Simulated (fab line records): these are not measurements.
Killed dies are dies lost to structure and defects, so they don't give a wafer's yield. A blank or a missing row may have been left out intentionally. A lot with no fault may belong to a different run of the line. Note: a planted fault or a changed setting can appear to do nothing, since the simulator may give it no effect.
Code-filled problem report in 8D (eight disciplines) form :: flow n5Finfet :: the parts of the form that need people (team, actions taken, sign-off) are left out

## 1. WHAT IS WRONG
Wafers without a fault read 143.1 s, standard deviation 0.39; runLengthS at N5_BEOL_M5_ETCH_68 reads a mean of 156.2 s on 2 wafers belonging to 2 lots. That is +34 standard deviations from the usual mean.
The step: etches SOC in N2/H2, target depth 80 nm, overetch 16 nm, time 120 s.
Seen first at day 11 12:10 on rieDiel-02, wafer L411.3. Wafers with a number at this step in the record: 29, from 11 lots. The rule behind "out" and "out of limits": a value lying over 4 standard deviations away from the usual mean. Any other wafer with a number is counted as sound.

## 2. WHAT IT IS, WHAT IT ISN'T
question: which readings at this step
is: runLengthS
is not: drypumpMotorCurrentA, oesProductAu, rfVppV, showerheadPlenumPTorr, tempC, throttleValvePct

question: which lots
is: L411, L414
is not: L398, L399, L400, L403, L404, L417, L419, L420, L421

question: which wafers of those lots
is: L411.3, L414.4
is not: L411.1, L414.5

question: read on which tools
is: rieDiel-02
is not: rieDiel-01, rieDiel-03

question: when
is: from day 11 12:10
is not: up to then (14 sound wafers); but 13 sound wafers of L414, L417, L419, L420, L421 came after

## 3. SUSPECTS, AND WHAT RULES EACH OUT
Counting: a tool at a process step up to the reading stays a suspect if it ran every lot that is out. Sound lots after the first of them don't rule it out here, since some wafers of a struck lot are sound.
- rieDiel-03 at N5_BEOL_M5_ETCH_61 (etches SiARC in CF4, target depth 15.6 nm, time 26 s): kept. It ran every lot that is out, first L411 (day 11 10:55).
- rieDiel-03 at N5_BEOL_M5_ETCH_62 (etches SOC in N2/H2, target depth 75 nm, overetch 15 nm, time 112.5 s): kept. It ran every lot that is out, first L411 (day 11 10:57).
- rieDiel-02 at N5_BEOL_M5_ETCH_68 (etches SOC in N2/H2, target depth 80 nm, overetch 16 nm, time 120 s): kept. It ran every lot that is out, first L411 (day 11 12:10); its last sound lot up to then is L404 (day 9 14:28). On those wafers its own readings are out: runLengthS.
- Within rieDiel-02 at N5_BEOL_M5_ETCH_68: the wafers that are out ran in chamber 0; their sound lot-mates ran in chamber 1.
Still standing after the count: rieDiel-03 at N5_BEOL_M5_ETCH_61, rieDiel-03 at N5_BEOL_M5_ETCH_62, rieDiel-02 at N5_BEOL_M5_ETCH_68.

## 4. THE CAUSE (what the simulator had put in)
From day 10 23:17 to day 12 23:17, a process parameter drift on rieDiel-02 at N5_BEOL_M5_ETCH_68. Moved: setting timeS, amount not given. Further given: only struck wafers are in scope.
3 suspects survive the count, and this tool is in that group.

## 5. THE EFFECT CHAIN, in route order
One row per reading whose mean, taken over the struck wafers that have a number, lies over 3 standard deviations from the usual. Only readings for which the record gives a usual standard deviation are gone through. hours: the time from each lot's start at the first step in this table that gives one to its start at this step, as a median over the lots. sigmas: the change in usual standard deviations.
hours: 0
step: N5_BEOL_M5_ETCH_68
reading: runLengthS
usual: 143.1 s
on struck wafers: 156.2
change: +13.2
sigmas: +34
It contains these process steps:
- N5_BEOL_M5_ETCH_68: etches SOC in N2/H2, target depth 80 nm, overetch 16 nm, time 120 s.

## 6. WHAT WOULD HAVE CAUGHT IT SOONER
The fault began at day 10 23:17; the first out-of-limits reading in this record came at day 11 12:10, 13 hours later.
